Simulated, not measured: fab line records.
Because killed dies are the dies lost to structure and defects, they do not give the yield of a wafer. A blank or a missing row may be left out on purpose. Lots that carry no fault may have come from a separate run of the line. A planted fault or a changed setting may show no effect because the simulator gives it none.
Chamber matching + flow nandHarc + NHARC_A_STAIRCASE_DEP_156 on pecvd-02: 3 sister chambers
The step deposits SiNx, target thk 50 nm. 6 wafers are shown with their chamber, then 8 later ones without.

WAFERS WITH THEIR CHAMBER
| wafer  | chamber | heaterPowerW (W) | heaterPowerOuterW (W) |
|--------|---------|------------------|-----------------------|
| L079.3 | 0       | 805              | 434                   |
| L081.1 | 1       | 715              | 438                   |
| L081.4 | 0       | 799              | 435                   |
| L086.4 | 2       | 858              | 512                   |
| L086.6 | 1       | 724              | 462                   |
| L088.2 | 2       | 785              | 439                   |

WAFERS WITH NO CHAMBER GIVEN
| wafer  | heaterPowerW (W) | heaterPowerOuterW (W) |
|--------|------------------|-----------------------|
| L088.3 | 661              | 405                   |
| L088.6 | 773              | 433                   |
| L089.1 | 757              | 468                   |
| L089.2 | 839              | 498                   |
| L089.5 | 749              | 466                   |
| L097.2 | 770              | 451                   |
| L097.4 | 867              | 476                   |
| L097.6 | 747              | 478                   |

WHICH CHAMBER EACH WENT THROUGH
| wafer  | from the rows above          | in truth |
|--------|------------------------------|----------|
| L088.3 | 1                            | 1        |
| L088.6 | can't be placed: 0 or 1 or 2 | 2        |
| L089.1 | can't be placed: 1 or 0 or 2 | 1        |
| L089.2 | can't be placed: 2 or 0      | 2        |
| L089.5 | can't be placed: 1 or 0 or 2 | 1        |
| L097.2 | can't be placed: 0 or 1 or 2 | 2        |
| L097.4 | can't be placed: 2 or 0      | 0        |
| L097.6 | can't be placed: 1 or 0 or 2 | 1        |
Correct placement for 1 of the 8. Not placeable from these rows: 7 (in 7, the candidates include the true chamber). Wrongly placed: 0.
How it was worked out, from the rows above alone: a wafer's distance from a chamber is the root of the sum, over the readings, of the square of ((its reading less the chamber's mean) divided by the reading's scatter). The wafer belongs to the nearest chamber; if the next one is less than 2 further off, it can't be placed. For every chamber, the mean is computed from those of its wafers that are shown. The scatter is the square root of a quotient: the sum, over the shown wafers, of each reading's squared deviation from its chamber's mean, divided by wafers minus chambers.
